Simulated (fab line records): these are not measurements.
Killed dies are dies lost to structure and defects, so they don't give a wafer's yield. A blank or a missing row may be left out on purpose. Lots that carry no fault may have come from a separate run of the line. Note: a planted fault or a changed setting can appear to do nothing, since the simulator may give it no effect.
The tool behind it: which one? ; flow n5Finfet ; 10 lots with 29 wafers sampled at 6 steps, on a route of 1938 steps

## WHAT THE GAUGES SHOWED, per wafer
N5_SD_EPI_P_OVL_MEAS_10. Usual: for SD_P_BLK_OVL the level is -0.2 nm and the standard deviation is 0.76.
lot;measured;on;SD_P_BLK_OVL (nm);flag
L746;day 3 11:18;overlay-01;0.1 0.9 0.4;
L749;day 4 07:04;overlay-02;0.9 0.2 0.6;
L751;day 4 18:01;overlay-02;0.1 -1.0 -0.1;
L755;day 5 18:14;overlay-02;-1.4 -1.6 -2.1;
L757;day 6 06:59;overlay-01;-0.6 -1.5 -1.1;
L758;day 6 11:54;overlay-02;-0.4 -0.3;
L759;day 6 18:46;overlay-02;0.0 0.8 -0.5;
L762;day 7 11:09;overlay-01;-0.5 0.0 -1.0;
L763;day 7 17:24;overlay-01;-0.7 0.2 0.2;
L766;day 8 10:48;overlay-02;0.0 -0.8 -0.1;

N5_SD_ACTIVATION_RS_MEAS_03: a four-point-probe measurement. Usual: RS_SD_N 22.0 ohm/sq, standard deviation 0.33; RS_SD_P 56.2 ohm/sq, standard deviation 0.92.
lot;measured;on;RS_SD_N (ohm/sq);RS_SD_P (ohm/sq);flag
L746;day 3 15:47;filmMetro-01;21.8 22.4 21.9;55.8 55.3 55.4;
L749;day 4 11:41;filmMetro-02;22.7 22.3 22.6;56.0 56.1 56.4;
L751;day 4 22:15;filmMetro-01;21.8 21.6 21.8;56.0 56.3 55.4;
L755;day 5 22:32;filmMetro-02;21.6 21.7 21.5;57.3 56.6 56.8;
L757;day 6 12:18;filmMetro-02;21.9 21.7 21.9;55.7 56.0 55.2;
L758;day 6 16:26;filmMetro-02;21.9 22.3;55.8 55.7;
L759;day 6 23:01;filmMetro-01;21.9 22.3 22.1;55.4 54.7 54.6;
L762;day 7 15:23;filmMetro-02;24.0 23.8 23.9;56.1 57.3 55.9;OFF
L763;day 7 22:31;filmMetro-01;23.5 23.4 23.4;58.1 57.2 56.1;OFF
L766;day 8 15:17;filmMetro-02;23.7 23.6 23.8;55.3 55.2 55.4;OFF

N5_BEOL_M4_RC_MEAS_101. Usual: DIBL_N 36.3 mV/V, standard deviation 1.6; DIBL_P 36.2 mV/V, standard deviation 2.1; IOFF_N 0.16 nA/um, standard deviation 0.031; IOFF_P 0.21 nA/um, standard deviation 0.034; ION_N 673 uA/um, standard deviation 11; ION_P 461 uA/um, standard deviation 7.4; RC_DENSE_N 18.9 ohm.um, standard deviation 0.44; RC_N 15.4 ohm.um, standard deviation 0.35; RS_SD_N 28.5 ohm/sq, standard deviation 0.41; SS_N 71.6 mV/dec, standard deviation 0.55; SS_P 73.3 mV/dec, standard deviation 0.66; VT_N 251 mV, standard deviation 3.2; VT_P -251 mV, standard deviation 3.5.
lot;measured;on;DIBL_N (mV/V);DIBL_P (mV/V);IOFF_N (nA/um);IOFF_P (nA/um);ION_N (uA/um);ION_P (uA/um);RC_DENSE_N (ohm.um);RC_N (ohm.um);RS_SD_N (ohm/sq);SS_N (mV/dec);SS_P (mV/dec);VT_N (mV);VT_P (mV);flag
L746;day 7 15:59;prober-02;36.3 36.8 38.4;36.0 36.5 37.9;0.14 0.14 0.17;0.21 0.21 0.25;683 665 676;471 462 464;19.2 19.1 18.3;15.6 15.5 14.8;28.1 29.0 28.6;71.0 71.5 71.2;73.8 73.4 74.0;254 253 250;-254 -253 -251;
L749;day 8 17:03;prober-02;36.0 38.8 38.9;35.8 39.2 39.4;0.14 0.20 0.19;0.22 0.28 0.28;661 679 675;460 467 473;19.2 18.5 18.5;15.6 15.2 15.1;29.3 28.9 29.5;72.0 71.9 72.2;73.4 74.3 74.7;255 249 248;-250 -244 -244;
L751;day 9 00:52;prober-01;39.4 39.9 40.0;39.1 40.1 39.6;0.25 0.24 0.26;0.27 0.28 0.28;681 683 683;460 461 464;19.4 18.6 19.4;15.7 15.2 15.9;28.3 28.1 28.1;72.0 72.9 72.5;74.2 74.2 73.5;244 245 246;-247 -247 -248;
L755;day 9 19:12;prober-01;34.6 36.0 35.9;34.2 36.7 36.5;0.14 0.18 0.17;0.17 0.20 0.20;675 683 694;458 469 469;18.7 18.6 18.4;15.1 15.1 15.1;28.2 28.1 27.6;71.9 71.6 72.3;73.1 73.8 74.3;252 249 249;-255 -251 -252;
L757;day 10 13:17;prober-02;34.2 36.8 36.3;36.2 39.3 38.6;0.13 0.18 0.17;0.19 0.24 0.24;672 669 689;466 461 475;18.3 18.4 18.6;15.1 15.1 15.2;28.6 28.1 28.3;70.9 72.6 71.2;72.7 73.5 74.0;253 246 247;-252 -248 -247;
L758;day 10 20:37;prober-01;38.2 35.9;37.3 35.5;0.17 0.14;0.19 0.17;673 669;450 451;18.3 18.4;14.9 15.1;28.2 29.0;72.4 70.9;73.8 72.5;249 252;-257 -256;
L759;day 11 05:43;prober-01;36.4 35.1 38.9;38.2 35.3 40.0;0.18 0.15 0.22;0.25 0.19 0.27;687 670 682;474 457 467;19.0 18.9 19.7;15.7 15.3 16.2;28.5 28.7 28.5;71.8 71.4 72.6;73.9 73.2 74.5;246 249 246;-248 -250 -250;
L762;day 11 13:49;prober-02;36.1 38.5 35.7;33.5 36.5 33.4;0.13 0.17 0.13;0.19 0.23 0.18;659 676 649;451 464 455;20.3 20.1 19.8;16.6 16.4 16.3;31.1 30.8 31.0;71.1 71.7 71.4;72.5 73.8 73.3;253 252 254;-255 -248 -254;OFF
L763;day 11 21:50;prober-01;37.6 36.8 38.0;38.2 36.0 37.4;0.18 0.15 0.18;0.22 0.19 0.23;683 665 673;465 461 464;20.1 20.5 20.3;16.4 16.7 16.2;30.1 30.1 30.5;71.7 72.1 72.0;73.5 73.6 73.1;249 250 250;-252 -255 -248;OFF
L766;day 12 16:59;prober-01;37.4 36.7 38.0;36.2 35.1 37.4;0.15 0.14 0.17;0.19 0.19 0.21;660 663 685;454 454 464;19.9 20.2 20.0;16.2 16.5 16.3;30.4 30.5 30.4;72.0 71.2 71.6;73.3 73.0 74.0;252 253 246;-252 -254 -253;OFF

## WHAT TOOL EACH LOT RAN ON (gives the tool, then ch and the chambers of the sampled wafers, and finally the start)
lot;N5_SD_EPI_P_ETCH_36;N5_SD_ACTIVATION_LSA_01;N5_ILD0_LINER_00
L746;rieDiel-03 ch 2,3, day 3 11:23;laserAnneal-02 ch 0, day 3 15:36;aldSin-02 ch 0,1,3, day 3 16:06
L749;rieDiel-03 ch 0,1, day 4 07:28;laserAnneal-01 ch 0, day 4 11:29;aldSin-01 ch 0,1,2, day 4 12:02
L751;rieDiel-03 ch 2,3, day 4 18:07;laserAnneal-01 ch 0, day 4 22:03;aldSin-01 ch 0,2, day 4 22:56
L755;rieDiel-01 ch 2,3, day 5 18:19;laserAnneal-01 ch 0, day 5 22:21;aldSin-02 ch 0,3, day 5 22:52
L757;rieDiel-01 ch 0,2,3, day 6 07:10;laserAnneal-01 ch 0, day 6 12:05;aldSin-01 ch 0,2,3, day 6 12:39
L758;rieDiel-01 ch 0,2, day 6 12:14;laserAnneal-02 ch 0, day 6 16:15;aldSin-01 ch 0,2, day 6 16:45
L759;rieDiel-03 ch 0,1,3, day 6 18:51;laserAnneal-01 ch 0, day 6 22:49;aldSin-02 ch 0,2,3, day 6 23:30
L762;rieDiel-01 ch 1,2,3, day 7 11:14;laserAnneal-01 ch 0, day 7 15:10;aldSin-01 ch 0,1,3, day 7 15:46
L763;rieDiel-03 ch 1,2, day 7 17:31;laserAnneal-01 ch 0, day 7 22:19;aldSin-03 ch 2,3, day 7 22:51
L766;rieDiel-03 ch 0,1,3, day 8 11:10;laserAnneal-01 ch 0, day 8 15:05;aldSin-01 ch 1,2,3, day 8 15:53
- N5_SD_EPI_P_ETCH_36: etches SiARC in CF4, target depth 45.5 nm, time 75.8 s.
- N5_SD_ACTIVATION_LSA_01: time 0.0008 s.
- N5_ILD0_LINER_00: material SiNx, target thk 4 nm, pulse time 1 s, purge time 2 s.

## AS READ BY THE TOOLS THEMSELVES (means over the sampled wafers that have a number; for cases with no such wafer, the mark the record gives instead)
N5_SD_EPI_P_ETCH_36. Usual: drypumpMotorCurrentA 5.6 A, standard deviation 0.51; etchRfOnTimeS 75.7 s, standard deviation 1.7; oesProductAu 0.68 a.u., standard deviation 0.071; rfVppV 184.1 V, standard deviation 1.2; showerheadPlenumPTorr 2.14 Torr, standard deviation 0.067; throttleValvePct 15.56 %, standard deviation 0.21.
lot;tool;drypumpMotorCurrentA (A);etchRfOnTimeS (s);oesProductAu (a.u.);rfVppV (V);showerheadPlenumPTorr (Torr);throttleValvePct (%);flag
L746;rieDiel-03;5.1;75.6;0.66;184.0;2.12;15.58;
L749;rieDiel-03;6.0;77.4;0.76;184.2;2.12;15.44;
L751;rieDiel-03;5.3;76.3;0.64;184.2;2.17;15.60;
L755;rieDiel-01;5.3;76.0;0.61;183.6;2.07;15.77;
L757;rieDiel-01;5.1;75.6;0.66;183.6;2.11;15.74;
L758;rieDiel-01;5.0;75.8;0.69;183.8;2.14;15.80;
L759;rieDiel-03;5.8;76.7;0.67;184.5;2.15;15.57;
L762;rieDiel-01;5.4;76.0;0.65;183.6;2.12;15.77;
L763;rieDiel-03;5.8;74.9;0.73;182.8;2.08;15.48;
L766;rieDiel-03;5.8;77.1;0.66;183.8;2.14;15.60;

N5_SD_ACTIVATION_LSA_01. Usual: wafer_temp_C_max 1086.8, standard deviation 2.
lot;tool;wafer_temp_C_max;flag
L746;laserAnneal-02;1085.4;
L749;laserAnneal-01;1088.9;
L751;laserAnneal-01;1090.1;
L755;laserAnneal-01;1087.6;
L757;laserAnneal-01;1089.4;
L758;laserAnneal-02;1085.2;
L759;laserAnneal-01;1088.1;
L762;laserAnneal-01;1073.4;OFF
L763;laserAnneal-01;1071.3;OFF
L766;laserAnneal-01;1072.7;OFF

N5_ILD0_LINER_00. Usual: heaterPowerW 862 W, standard deviation 91; precursorPulseHeightRel 0.998, standard deviation 0.02; susceptorTempC 399.99 C, standard deviation 0.24.
lot;tool;heaterPowerW (W);precursorPulseHeightRel;susceptorTempC (C);flag
L746;aldSin-02;876;0.995;399.92;
L749;aldSin-01;798;1.018;400.07;
L751;aldSin-01;759;1.001;400.06;
L755;aldSin-02;872;0.999;399.86;
L757;aldSin-01;763;0.983;400.17;
L758;aldSin-01;780;0.994;400.10;
L759;aldSin-02;859;1.002;399.83;
L762;aldSin-01;805;0.978;399.99;
L763;aldSin-03;921;1.006;399.82;
L766;aldSin-01;741;0.999;399.94;

## THE ANSWER, worked out from the rows above alone
Rule: a lot counts as off when the mean over its wafers that have a number is more than 3 standard deviations away from the usual mean. A lot without any number at a reading at which 4 lots or more have one is off too. The other lots that the step has rows for count as sound. First the gauges in route order, then the tools' own readings, where a lot's mean is used as printed above. The first step at which some lot is off is used, and at that step the reading that is off furthest; a lot without a number counts as furthest.
Off: L762, L763, L766, seen at N5_SD_ACTIVATION_RS_MEAS_03 (RS_SD_N).
If a tool, at a process step before that reading, ran all the lots that are off and no sound lot after the first of them, it fits. The gauges at N5_SD_ACTIVATION_RS_MEAS_03 aren't tried: what is off there is off at N5_BEOL_M4_RC_MEAS_101 too, on other tools, and a gauge's error can't cause that. One fits: laserAnneal-01 at N5_SD_ACTIVATION_LSA_01. A fault onset in the window from L759 (day 6 22:49, its last sound lot) to L762 (day 7 15:10, its first lot off) fits.
On the lots that are off, the tool's own readings at N5_SD_ACTIVATION_LSA_01 differ by more than 5 times the standard deviation of the sound lots' means, which bears it out; wafer_temp_C_max reads 1072.5 there versus 1087.8 on the sound lots.

## WHAT THE SIMULATOR HAD INSERTED
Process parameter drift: laserAnneal-01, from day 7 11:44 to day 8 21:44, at N5_SD_ACTIVATION_LSA_01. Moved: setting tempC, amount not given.
Shown lots that were struck: L762, L763, L766. The rule above reached the same finding.
